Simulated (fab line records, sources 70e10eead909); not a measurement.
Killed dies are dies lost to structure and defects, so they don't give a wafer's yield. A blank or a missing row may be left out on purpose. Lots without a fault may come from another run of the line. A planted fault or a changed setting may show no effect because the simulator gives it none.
A struck lot beside a sound one | flow nand_harc | 21 steps out of a route of 1159
Sound: wafers L637.3, L637.4, L637.6. Struck: wafers L638.2, L638.4, L638.6. The cause comes at the end.
At each step with rows: each side's tool, then ch and its chambers, then its first start. Under that, the readings that differ: sound wafers | struck wafers | difference of the means | sigmas: that difference in standard deviations of wafers without a fault.
alike: readings whose means differ by less than 2 such deviations, and words and numbers that are the same on both sides. not compared: withheld readings, readings that some wafer has no value for, bounds like >300 that may hide the same value, and numbers for which the record gives no deviation and whose values overlap.
The two part at a step that has a row with sigmas, a row that says differs or no value, or rows on one side only. Numbers that don't overlap but have no deviation are shown without sigmas and don't part them. A reading that every wafer of one side lacks parts them only if that side has two wafers or more.

NHARC_P_CONTACT_CMP_24: polishes, t overpolish 30 s, target thk 200 nm.
  sound on cmp-03 ch 0,2, day 6 13:31; struck on cmp-03 ch 0,1,2, day 7 04:10
  alike: edge_zone_pressure_frac, motor_current_A, overpolish_run_s, time_to_endpoint_s
then, 1 step without rows for these wafers: NHARC_P_CONTACT_SRD_26.
NHARC_P_CONTACT_INSPECT_27:
  sound on defect_inspect-02, day 6 13:55; struck on defect_inspect-02, day 7 04:32
  alike: raw_defect_count
then, 8 steps without rows for these wafers: NHARC_P_M0_DEP_00 (deposits SiOC, target thk 150 nm); NHARC_P_M0_DEHYDRATE_01 (time 120 s); NHARC_P_M0_HMDS_02 (time 30 s); NHARC_P_M0_COAT_33 (time 65 s); NHARC_P_M0_COAT_03 (resist thk 90 nm); NHARC_P_M0_SOFTBAKE_04 (time 55 s); NHARC_P_M0_EBR_05; NHARC_P_M0_EXPOSE_06 (exposes mask P M0, target cd 90 nm).
NHARC_P_M0_PEB_07: peb time 65 s.
  sound on litho_track-01 ch 0, day 6 14:38; struck on litho_track-06 ch 0, day 7 05:22
  reading                  | sound               | struck            | difference | sigmas
  heater_power_total_W (W) | 156.0 156.2 155.9   | 153.0 152.2 152.1 | -3.6       | -8
  plate_temp_C (C)         | 100.04 100.02 99.83 | 98.11 98.03 98.09 | -1.89      | -16
then, 1 step without rows for these wafers: NHARC_P_M0_DEVELOP_08 (develop time 35 s).
NHARC_P_M0_CD_MEAS_09: target cd 90 nm.
  sound on cd_sem-03 ch 0, day 6 14:43; struck on cd_sem-02 ch 0, day 7 05:26
  reading    | sound          | struck         | difference | sigmas
  cd_nm (nm) | 90.8 90.9 91.9 | 83.0 82.0 82.7 | -8.6       | -13
NHARC_P_M0_OVL_MEAS_10: pitch 180 nm.
  sound on overlay-02, day 6 14:48; struck on overlay-02, day 7 05:32
  alike: overlay_x_nm, overlay_y_nm
NHARC_P_M0_INSPECT_11:
  sound on defect_inspect-02, day 6 14:50; struck on defect_inspect-02, day 7 05:34
  alike: raw_defect_count
NHARC_P_M0_DESCUM_14: chemistry O2, time 3 s.
  sound on rie_diel-05 ch 0,2,3, day 6 14:54; struck on rie_diel-01 ch 3, day 7 05:38
  reading               | sound             | struck            | difference | sigmas
  model.P_M0.cd_nm (nm) | 90.91 90.43 91.96 | 81.86 81.18 81.72 | -9.51      |
  alike: drypump_motor_current_A, oes_product_au, rf_vpp_V, showerhead_plenum_p_Torr, throttle_valve_pct
  not compared: rf_hours_counter_h
NHARC_P_M0_ETCH_34: etches the open film in N2/H2, target depth 40 nm, overetch 12 nm, time 43.94 s.
  sound on rie_diel-05 ch 0,1,2, day 6 14:59; struck on rie_diel-01 ch 2,3, day 7 05:46
  alike: drypump_motor_current_A, oes_product_au, rf_fwd_power_W, rf_vpp_V, showerhead_plenum_p_Torr, throttle_valve_pct
  not compared: rf_hours_counter_h
NHARC_P_M0_ETCH_15: etches the open film in C4F8/Ar, target depth 150 nm, overetch 15 nm, time 82.5 s.
  sound on rie_diel-05 ch 0,1,2; struck on rie_diel-01 ch 2,3, day 7 05:54
  reading               | sound             | struck            | difference | sigmas
  model.P_M0.cd_nm (nm) | 91.06 90.28 91.29 | 81.87 80.78 81.95 | -9.34      |
  alike: oes_product_au, rf_fwd_power_W, rf_vpp_V
  not compared: rf_hours_counter_h
NHARC_P_M0_CD_MEAS_16:
  sound on cd_sem-03, day 6 15:13; struck on cd_sem-01, day 7 06:04
  reading    | sound          | struck         | difference | sigmas
  cd_nm (nm) | 90.9 90.2 91.4 | 82.0 80.5 82.3 | -9.2       | -10
NHARC_END_SORT_01:
  the record has rows for the sound wafers here (prober-02 ch 0, day 21 01:47) and none for the struck ones

WHERE THEY PART
First at NHARC_P_M0_PEB_07; last, within this record, at NHARC_END_SORT_01.

WHY: what the simulator had put in
Process parameter drift: litho_track-06, from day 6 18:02 on, at NHARC_P_M0_PEB_07. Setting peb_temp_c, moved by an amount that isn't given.
